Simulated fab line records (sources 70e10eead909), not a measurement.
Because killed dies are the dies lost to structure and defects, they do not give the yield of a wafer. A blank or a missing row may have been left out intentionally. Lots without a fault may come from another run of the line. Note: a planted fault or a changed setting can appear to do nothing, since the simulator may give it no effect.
fab line records / flow nand_harc / part 2 of 2: steps 21 to 29 of 29
[record] lots = 5 wafers = 15 last_day = 24
route steps=1159 shown A_STAIRCASE@585
lots that met no fault: taken from a fault-free run of the same line
start_h: hours from the record's opening day to when the first of the lot's shown wafers began / wait_h: time in hours since the lot's previous step / " as in the row above / L1.1+2: several wafers, shown together as one row / - either no value or no given start / * or withheld: withheld / < > ~ a bound
route shown NAME@n: a module of which the file shows steps, and the number in the route of the first / usual: average and standard deviation across the fault-free wafers / same: alike in all rows / chamber/n: place in a boat / sites: per-site readings / _std_site: standard deviation of those values / _edge_site: mean of outer sites minus mean of inner sites / radius_mm: how far each site lies from the wafer's centre / mask NAME#n: copy n / behind: the most recent tool/chamber to have shaped the wafer / hold: the reason the lot was held/the length of the hold in hours/how it ended / device: whichever transistor did not switch (one of n, p or np) / end of line: the tests these same wafers got at the end of their route / where a step has no rows: the recipe by itself / killed: the dies lost at the first sort to structure and to defects; this is not the yield of the wafer / map: per-die view of a wafer (x killed, . not killed, _ where there is no die)
set.NAME: the run value of the setting; set.NAME@STEP: its run value at that earlier step / model.NAME: the simulator's own value behind a step, which no gauge read
certain route steps with their lots: each step a table, each wafer a row
services: from which hour (start_h, from the record's first day; less than 0 if before it) a tool's chamber was out of use, for how many hours, and why
[[steps]]
[step NHARC_A_STAIRCASE_EBR_213]
lot.wafer=L075.3+5+6 tool=litho_track-03 chamber=0 start_h=- wait_h=-
lot.wafer=L078.1+2+6 tool=litho_track-07 chamber=0 start_h=- wait_h=-
lot.wafer=L081.1+5+6 tool=litho_track-07 chamber=0 start_h=- wait_h=-
lot.wafer=L082.1+4+6 tool=litho_track-07 chamber=0 start_h=- wait_h=-
lot.wafer=L094.1+2+6 tool=litho_track-05 chamber=0 start_h=- wait_h=-
[step NHARC_A_STAIRCASE_EXPOSE_214]
[recipe] na = 0.5 dose_mj = 31.26 mask_id = STAIR_3
lot.wafer=L075.3+5+6 tool=krf_scanner-01 chamber=0 start_h=260.65 wait_h=- mask=STAIR_3#0
lot.wafer=L078.1+2+6 tool=krf_scanner-02 chamber=0 start_h=272.46 wait_h=- mask=STAIR_3#0
lot.wafer=L081.1+5+6 tool=krf_scanner-03 chamber=0 start_h=279.27 wait_h=- mask=STAIR_3#0
lot.wafer=L082.1+4+6 tool=krf_scanner-02 chamber=0 start_h=286.74 wait_h=- mask=STAIR_3#0
lot.wafer=L094.1+2+6 tool=krf_scanner-03 chamber=0 start_h=370.11 wait_h=- mask=STAIR_3#0
[step NHARC_A_STAIRCASE_PEB_215]
[recipe] peb_temp_c = 115 peb_time_s = 130
lot.wafer=L075.3+5+6 tool=litho_track-05 chamber=0 start_h=260.71 wait_h=0.0
lot.wafer=L078.1+2+6 tool=litho_track-07 chamber=0 start_h=272.54 wait_h=0.1
lot.wafer=L081.1+5+6 tool=litho_track-05 chamber=0 start_h=279.34 wait_h=0.1
lot.wafer=L082.1+4+6 tool=litho_track-03 chamber=0 start_h=286.81 wait_h=0.1
lot.wafer=L094.1+2+6 tool=litho_track-05 chamber=0 start_h=370.18 wait_h=0.1
[step NHARC_A_STAIRCASE_DEVELOP_216]
[recipe] time_s = 140
lot.wafer=L075.3+5+6 tool=litho_track-05 chamber=0 start_h=- wait_h=-
lot.wafer=L078.1+2+6 tool=litho_track-07 chamber=0 start_h=- wait_h=-
lot.wafer=L081.1+5+6 tool=litho_track-05 chamber=0 start_h=- wait_h=-
lot.wafer=L082.1+4+6 tool=litho_track-03 chamber=0 start_h=- wait_h=-
lot.wafer=L094.1+2+6 tool=litho_track-05 chamber=0 start_h=- wait_h=-
[step NHARC_A_STAIRCASE_HARDBAKE_218]
[recipe] temp_c = 120 time_s = 140
lot.wafer=L075.3+5+6 tool=litho_track-05 chamber=0 start_h=260.93 wait_h=-
lot.wafer=L078.1+2+6 tool=litho_track-03 chamber=0 start_h=272.75 wait_h=-
lot.wafer=L081.1+5+6 tool=litho_track-03 chamber=0 start_h=279.56 wait_h=-
lot.wafer=L082.1+4+6 tool=litho_track-05 chamber=0 start_h=287.03 wait_h=-
lot.wafer=L094.1+2+6 tool=litho_track-03 chamber=0 start_h=370.40 wait_h=-
[step NHARC_A_STAIRCASE_DESCUM_219]
[recipe] time_s = 3 o2_flow_sccm = 200 ar_flow_sccm = 0 bias_power_w = 0 chemistry = O2
[usual] drypump_motor_current_A = 5.62/0.3 oes_product_au = 0.999/0.0096 rf_vpp_V = 57.8/0.87 showerhead_plenum_p_Torr = 1.95/0.072 throttle_valve_pct = 11.311/0.0086
lot.wafer=L075.3 tool=rie_diel-12 chamber=1 start_h=261.04 wait_h=- drypump_motor_current_A=5.98 oes_product_au=1.007 rf_hours_counter_h=16 rf_vpp_V=57.4 showerhead_plenum_p_Torr=1.87 throttle_valve_pct=11.319
lot.wafer=L075.5 tool=rie_diel-12 chamber=2 start_h=261.04 wait_h=- drypump_motor_current_A=5.62 oes_product_au=1.000 rf_hours_counter_h=- rf_vpp_V=58.1 showerhead_plenum_p_Torr=2.05 throttle_valve_pct=11.323
lot.wafer=L075.6 tool=rie_diel-12 chamber=3 start_h=261.04 wait_h=- drypump_motor_current_A=5.18 oes_product_au=0.996 rf_hours_counter_h=- rf_vpp_V=58.6 showerhead_plenum_p_Torr=2.02 throttle_valve_pct=11.299
lot.wafer=L078.1 tool=rie_diel-12 chamber=3 start_h=272.85 wait_h=- drypump_motor_current_A=5.19 oes_product_au=0.996 rf_hours_counter_h=21 rf_vpp_V=58.1 showerhead_plenum_p_Torr=2.02 throttle_valve_pct=11.319
lot.wafer=L078.2 tool=rie_diel-12 chamber=2 start_h=272.85 wait_h=- drypump_motor_current_A=5.52 oes_product_au=0.994 rf_hours_counter_h=22 rf_vpp_V=57.4 showerhead_plenum_p_Torr=2.05 throttle_valve_pct=11.319
lot.wafer=L078.6 tool=rie_diel-12 chamber=3 start_h=272.85 wait_h=- drypump_motor_current_A=5.21 oes_product_au=0.993 rf_hours_counter_h=- rf_vpp_V=57.7 showerhead_plenum_p_Torr=2.02 throttle_valve_pct=11.309
lot.wafer=L081.1 tool=rie_diel-12 chamber=0 start_h=279.66 wait_h=- drypump_motor_current_A=5.64 oes_product_au=0.995 rf_hours_counter_h=20 rf_vpp_V=57.7 showerhead_plenum_p_Torr=1.86 throttle_valve_pct=11.319
lot.wafer=L081.5 tool=rie_diel-12 chamber=3 start_h=279.66 wait_h=- drypump_motor_current_A=5.20 oes_product_au=1.000 rf_hours_counter_h=- rf_vpp_V=59.1 showerhead_plenum_p_Torr=2.02 throttle_valve_pct=11.311
lot.wafer=L081.6 tool=rie_diel-12 chamber=0 start_h=279.66 wait_h=- drypump_motor_current_A=5.64 oes_product_au=1.005 rf_hours_counter_h=- rf_vpp_V=57.1 showerhead_plenum_p_Torr=1.86 throttle_valve_pct=11.317
lot.wafer=L082.4 tool=rie_diel-12 chamber=2 start_h=287.13 wait_h=- drypump_motor_current_A=5.51 oes_product_au=0.994 rf_hours_counter_h=26 rf_vpp_V=57.3 showerhead_plenum_p_Torr=2.05 throttle_valve_pct=11.322
lot.wafer=L082.1 tool=rie_diel-12 chamber=3 start_h=287.13 wait_h=- drypump_motor_current_A=5.20 oes_product_au=0.992 rf_hours_counter_h=25 rf_vpp_V=58.0 showerhead_plenum_p_Torr=2.02 throttle_valve_pct=11.315
lot.wafer=L082.6 tool=rie_diel-12 chamber=2 start_h=287.13 wait_h=- drypump_motor_current_A=5.57 oes_product_au=0.995 rf_hours_counter_h=- rf_vpp_V=57.9 showerhead_plenum_p_Torr=2.05 throttle_valve_pct=11.305
lot.wafer=L094.1 tool=rie_diel-08 chamber=0 start_h=370.49 wait_h=- drypump_motor_current_A=5.20 oes_product_au=1.008 rf_hours_counter_h=24 rf_vpp_V=58.0 showerhead_plenum_p_Torr=1.87 throttle_valve_pct=11.292
lot.wafer=L094.2 tool=rie_diel-08 chamber=3 start_h=370.49 wait_h=- drypump_motor_current_A=6.18 oes_product_au=1.014 rf_hours_counter_h=23 rf_vpp_V=56.6 showerhead_plenum_p_Torr=1.98 throttle_valve_pct=11.320
lot.wafer=L094.6 tool=rie_diel-08 chamber=0 start_h=370.49 wait_h=- drypump_motor_current_A=5.19 oes_product_au=1.009 rf_hours_counter_h=- rf_vpp_V=57.2 showerhead_plenum_p_Torr=1.87 throttle_valve_pct=11.316
[step NHARC_A_STAIRCASE_TRIM_220]
[recipe] time_s = 211.2 o2_flow_sccm = 500 ar_flow_sccm = 0 bias_w = 0 chemistry = O2
[usual] drypump_motor_current_A = 5.7/0.31 oes_product_au = 0.998/0.01 rf_vpp_V = 57.9/0.86 showerhead_plenum_p_Torr = 3.59/0.12 throttle_valve_pct = 17.036/0.0089
lot.wafer=L075.3 tool=rie_diel-12 chamber=2 start_h=261.10 wait_h=0.1 drypump_motor_current_A=5.5 oes_product_au=0.988 rf_hours_counter_h=17 rf_vpp_V=59.0 showerhead_plenum_p_Torr=3.76 throttle_valve_pct=17.032
lot.wafer=L075.6 tool=rie_diel-12 chamber=2 start_h=261.10 wait_h=0.1 drypump_motor_current_A=5.5 oes_product_au=0.993 rf_hours_counter_h=- rf_vpp_V=57.6 showerhead_plenum_p_Torr=3.76 throttle_valve_pct=17.035
lot.wafer=L075.5 tool=rie_diel-12 chamber=3 start_h=261.10 wait_h=0.1 drypump_motor_current_A=5.2 oes_product_au=1.006 rf_hours_counter_h=- rf_vpp_V=57.5 showerhead_plenum_p_Torr=3.71 throttle_valve_pct=17.029
lot.wafer=L078.1 tool=rie_diel-12 chamber=2 start_h=272.93 wait_h=0.1 drypump_motor_current_A=5.6 oes_product_au=0.995 rf_hours_counter_h=22 rf_vpp_V=57.9 showerhead_plenum_p_Torr=3.76 throttle_valve_pct=17.020
lot.wafer=L078.2 tool=rie_diel-12 chamber=0 start_h=272.93 wait_h=0.1 drypump_motor_current_A=5.7 oes_product_au=0.998 rf_hours_counter_h=17 rf_vpp_V=60.1 showerhead_plenum_p_Torr=3.44 throttle_valve_pct=17.046
lot.wafer=L078.6 tool=rie_diel-12 chamber=2 start_h=272.93 wait_h=0.1 drypump_motor_current_A=5.6 oes_product_au=0.992 rf_hours_counter_h=- rf_vpp_V=59.4 showerhead_plenum_p_Torr=3.76 throttle_valve_pct=17.055
lot.wafer=L081.1 tool=rie_diel-12 chamber=3 start_h=279.75 wait_h=0.1 drypump_motor_current_A=5.2 oes_product_au=1.002 rf_hours_counter_h=23 rf_vpp_V=57.3 showerhead_plenum_p_Torr=3.71 throttle_valve_pct=17.030
lot.wafer=L081.5 tool=rie_diel-12 chamber=2 start_h=279.75 wait_h=0.1 drypump_motor_current_A=5.5 oes_product_au=0.989 rf_hours_counter_h=- rf_vpp_V=58.3 showerhead_plenum_p_Torr=3.76 throttle_valve_pct=17.038
lot.wafer=L081.6 tool=rie_diel-12 chamber=3 start_h=279.75 wait_h=0.1 drypump_motor_current_A=5.2 oes_product_au=1.004 rf_hours_counter_h=- rf_vpp_V=58.4 showerhead_plenum_p_Torr=3.71 throttle_valve_pct=17.053
lot.wafer=L082.1 tool=rie_diel-12 chamber=2 start_h=287.20 wait_h=0.1 drypump_motor_current_A=5.6 oes_product_au=1.016 rf_hours_counter_h=26 rf_vpp_V=58.0 showerhead_plenum_p_Torr=3.75 throttle_valve_pct=17.035
lot.wafer=L082.4 tool=rie_diel-12 chamber=3 start_h=287.20 wait_h=0.1 drypump_motor_current_A=5.3 oes_product_au=1.010 rf_hours_counter_h=25 rf_vpp_V=57.5 showerhead_plenum_p_Torr=3.71 throttle_valve_pct=17.033
lot.wafer=L082.6 tool=rie_diel-12 chamber=3 start_h=287.20 wait_h=0.1 drypump_motor_current_A=5.3 oes_product_au=1.009 rf_hours_counter_h=- rf_vpp_V=58.9 showerhead_plenum_p_Torr=3.71 throttle_valve_pct=17.025
lot.wafer=L094.2 tool=rie_diel-08 chamber=1 start_h=370.58 wait_h=0.1 drypump_motor_current_A=5.7 oes_product_au=0.999 rf_hours_counter_h=20 rf_vpp_V=58.5 showerhead_plenum_p_Torr=3.71 throttle_valve_pct=17.030
lot.wafer=L094.1 tool=rie_diel-08 chamber=2 start_h=370.58 wait_h=0.1 drypump_motor_current_A=5.5 oes_product_au=0.998 rf_hours_counter_h=18 rf_vpp_V=57.8 showerhead_plenum_p_Torr=3.69 throttle_valve_pct=17.044
lot.wafer=L094.6 tool=rie_diel-08 chamber=1 start_h=370.58 wait_h=0.1 drypump_motor_current_A=5.7 oes_product_au=1.002 rf_hours_counter_h=- rf_vpp_V=57.8 showerhead_plenum_p_Torr=3.71 throttle_valve_pct=17.037
[step NHARC_A_STAIRCASE_ETCH_221]
[recipe] target_depth_a = 1000 time_s = 40.5 ion_energy_ev = 400 c4f8_flow_sccm = 20 o2_flow_sccm = 10 ar_flow_sccm = withheld rf_w = 600 bias_w = 1000 chemistry = C4F8/O2
[usual] oes_product_au = 0.936/0.015 rf_fwd_power_W = 592/3.1 rf_vpp_V = 898/4.7
lot.wafer=L075.3 tool=rie_diel-12 chamber=2 start_h=- wait_h=- oes_product_au=0.917 rf_fwd_power_W=594 rf_hours_counter_h=17 rf_vpp_V=904
lot.wafer=L075.5 tool=rie_diel-12 chamber=3 start_h=- wait_h=- oes_product_au=0.923 rf_fwd_power_W=590 rf_hours_counter_h=- rf_vpp_V=902
lot.wafer=L075.6 tool=rie_diel-12 chamber=0 start_h=- wait_h=- oes_product_au=0.919 rf_fwd_power_W=592 rf_hours_counter_h=- rf_vpp_V=892
lot.wafer=L078.1 tool=rie_diel-12 chamber=2 start_h=- wait_h=- oes_product_au=0.947 rf_fwd_power_W=594 rf_hours_counter_h=22 rf_vpp_V=906
lot.wafer=L078.2 tool=rie_diel-12 chamber=0 start_h=- wait_h=- oes_product_au=0.946 rf_fwd_power_W=590 rf_hours_counter_h=17 rf_vpp_V=893
lot.wafer=L078.6 tool=rie_diel-12 chamber=2 start_h=- wait_h=- oes_product_au=0.951 rf_fwd_power_W=593 rf_hours_counter_h=- rf_vpp_V=903
lot.wafer=L081.1 tool=rie_diel-12 chamber=2 start_h=- wait_h=- oes_product_au=0.935 rf_fwd_power_W=593 rf_hours_counter_h=25 rf_vpp_V=904
lot.wafer=L081.6 tool=rie_diel-12 chamber=0 start_h=- wait_h=- oes_product_au=0.931 rf_fwd_power_W=589 rf_hours_counter_h=- rf_vpp_V=894
lot.wafer=L081.5 tool=rie_diel-12 chamber=1 start_h=- wait_h=- oes_product_au=0.941 rf_fwd_power_W=591 rf_hours_counter_h=- rf_vpp_V=892
lot.wafer=L082.1 tool=rie_diel-12 chamber=2 start_h=- wait_h=- oes_product_au=0.918 rf_fwd_power_W=594 rf_hours_counter_h=26 rf_vpp_V=905
lot.wafer=L082.4 tool=rie_diel-12 chamber=3 start_h=- wait_h=- oes_product_au=0.919 rf_fwd_power_W=591 rf_hours_counter_h=25 rf_vpp_V=903
lot.wafer=L082.6 tool=rie_diel-12 chamber=3 start_h=- wait_h=- oes_product_au=0.912 rf_fwd_power_W=592 rf_hours_counter_h=- rf_vpp_V=902
lot.wafer=L094.1 tool=rie_diel-08 chamber=1 start_h=- wait_h=- oes_product_au=0.948 rf_fwd_power_W=586 rf_hours_counter_h=21 rf_vpp_V=902
lot.wafer=L094.2 tool=rie_diel-08 chamber=0 start_h=- wait_h=- oes_product_au=0.964 rf_fwd_power_W=588 rf_hours_counter_h=24 rf_vpp_V=891
lot.wafer=L094.6 tool=rie_diel-08 chamber=1 start_h=- wait_h=- oes_product_au=0.938 rf_fwd_power_W=587 rf_hours_counter_h=- rf_vpp_V=902
[step NHARC_A_STAIRCASE_TRIM_222]
[recipe] time_s = 211.2 o2_flow_sccm = 500 ar_flow_sccm = 0 bias_w = 0 chemistry = O2
[usual] drypump_motor_current_A = 5.65/0.3 oes_product_au = 0.998/0.009 rf_vpp_V = 57.9/0.93 showerhead_plenum_p_Torr = 3.59/0.12 throttle_valve_pct = 17.035/0.0091
lot.wafer=L075.3 tool=rie_diel-12 chamber=3 start_h=- wait_h=- drypump_motor_current_A=5.23 oes_product_au=0.999 rf_hours_counter_h=16 rf_vpp_V=59.3 showerhead_plenum_p_Torr=3.71 throttle_valve_pct=17.048
lot.wafer=L075.6 tool=rie_diel-12 chamber=3 start_h=- wait_h=- drypump_motor_current_A=5.25 oes_product_au=1.000 rf_hours_counter_h=- rf_vpp_V=57.4 showerhead_plenum_p_Torr=3.71 throttle_valve_pct=17.038
lot.wafer=L075.5 tool=rie_diel-12 chamber=0 start_h=- wait_h=- drypump_motor_current_A=5.64 oes_product_au=0.997 rf_hours_counter_h=- rf_vpp_V=57.1 showerhead_plenum_p_Torr=3.45 throttle_valve_pct=17.049
lot.wafer=L078.1 tool=rie_diel-12 chamber=2 start_h=- wait_h=- drypump_motor_current_A=5.55 oes_product_au=0.990 rf_hours_counter_h=22 rf_vpp_V=59.6 showerhead_plenum_p_Torr=3.76 throttle_valve_pct=17.026
lot.wafer=L078.2 tool=rie_diel-12 chamber=1 start_h=- wait_h=- drypump_motor_current_A=5.97 oes_product_au=1.003 rf_hours_counter_h=22 rf_vpp_V=57.3 showerhead_plenum_p_Torr=3.45 throttle_valve_pct=17.032
lot.wafer=L078.6 tool=rie_diel-12 chamber=2 start_h=- wait_h=- drypump_motor_current_A=5.56 oes_product_au=0.999 rf_hours_counter_h=- rf_vpp_V=57.9 showerhead_plenum_p_Torr=3.76 throttle_valve_pct=17.053
lot.wafer=L081.1 tool=rie_diel-12 chamber=1 start_h=- wait_h=- drypump_motor_current_A=5.98 oes_product_au=0.997 rf_hours_counter_h=24 rf_vpp_V=56.9 showerhead_plenum_p_Torr=3.45 throttle_valve_pct=17.037
lot.wafer=L081.5 tool=rie_diel-12 chamber=0 start_h=- wait_h=- drypump_motor_current_A=5.66 oes_product_au=0.989 rf_hours_counter_h=- rf_vpp_V=56.9 showerhead_plenum_p_Torr=3.44 throttle_valve_pct=17.043
lot.wafer=L081.6 tool=rie_diel-12 chamber=1 start_h=- wait_h=- drypump_motor_current_A=6.00 oes_product_au=1.001 rf_hours_counter_h=- rf_vpp_V=57.6 showerhead_plenum_p_Torr=3.45 throttle_valve_pct=17.033
lot.wafer=L082.1 tool=rie_diel-12 chamber=0 start_h=- wait_h=- drypump_motor_current_A=5.67 oes_product_au=1.002 rf_hours_counter_h=22 rf_vpp_V=57.8 showerhead_plenum_p_Torr=3.44 throttle_valve_pct=17.030
lot.wafer=L082.4 tool=rie_diel-12 chamber=2 start_h=- wait_h=- drypump_motor_current_A=5.55 oes_product_au=0.989 rf_hours_counter_h=26 rf_vpp_V=58.9 showerhead_plenum_p_Torr=3.75 throttle_valve_pct=17.014
lot.wafer=L082.6 tool=rie_diel-12 chamber=3 start_h=- wait_h=- drypump_motor_current_A=5.17 oes_product_au=0.985 rf_hours_counter_h=- rf_vpp_V=58.4 showerhead_plenum_p_Torr=3.71 throttle_valve_pct=17.031
lot.wafer=L094.2 tool=rie_diel-08 chamber=2 start_h=- wait_h=- drypump_motor_current_A=5.47 oes_product_au=1.013 rf_hours_counter_h=19 rf_vpp_V=59.3 showerhead_plenum_p_Torr=3.69 throttle_valve_pct=17.025
lot.wafer=L094.1 tool=rie_diel-08 chamber=3 start_h=- wait_h=- drypump_motor_current_A=6.20 oes_product_au=0.991 rf_hours_counter_h=23 rf_vpp_V=58.5 showerhead_plenum_p_Torr=3.64 throttle_valve_pct=17.041
lot.wafer=L094.6 tool=rie_diel-08 chamber=3 start_h=- wait_h=- drypump_motor_current_A=6.19 oes_product_au=0.996 rf_hours_counter_h=- rf_vpp_V=58.5 showerhead_plenum_p_Torr=3.64 throttle_valve_pct=17.047
[[services]]
tool=rie_diel-12 chamber=1 start_h=235.84 hours=2.4 kind=repair
tool=rie_diel-12 chamber=0 start_h=235.94 hours=- kind=clean
tool=litho_track-05 chamber=- start_h=237.00 hours=7.0 kind=pm
tool=rie_diel-12 chamber=0 start_h=245.72 hours=8.6 kind=repair
tool=krf_scanner-01 chamber=- start_h=256.00 hours=4.0 kind=pm
tool=wet_bench-07 chamber=- start_h=272.00 hours=8.0 kind=pm
tool=plasma_asher-01 chamber=- start_h=276.33 hours=9.0 kind=pm
tool=plasma_asher-02 chamber=- start_h=279.24 hours=13.0 kind=repair
tool=krf_scanner-03 chamber=- start_h=283.67 hours=1.9 kind=repair
tool=rie_diel-04 chamber=- start_h=288.92 hours=9.0 kind=pm
tool=krf_scanner-01 chamber=- start_h=290.33 hours=28.5 kind=repair
tool=plasma_asher-02 chamber=- start_h=296.78 hours=2.0 kind=repair
tool=krf_scanner-03 chamber=- start_h=310.03 hours=0.9 kind=repair
tool=rie_diel-08 chamber=- start_h=312.16 hours=1.9 kind=repair
tool=wet_bench-03 chamber=- start_h=322.40 hours=8.0 kind=pm
tool=krf_scanner-03 chamber=- start_h=329.87 hours=10.1 kind=repair
tool=rie_diel-08 chamber=1 start_h=338.56 hours=8.3 kind=repair
tool=krf_scanner-03 chamber=- start_h=340.01 hours=4.0 kind=pm
tool=krf_scanner-01 chamber=- start_h=347.85 hours=6.7 kind=repair
tool=krf_scanner-02 chamber=- start_h=354.51 hours=0.3 kind=repair
tool=plasma_asher-02 chamber=- start_h=360.04 hours=9.0 kind=pm
tool=wet_bench-07 chamber=- start_h=360.04 hours=2.2 kind=repair
tool=litho_track-07 chamber=- start_h=364.00 hours=7.0 kind=pm
tool=wet_bench-03 chamber=- start_h=366.95 hours=3.3 kind=repair
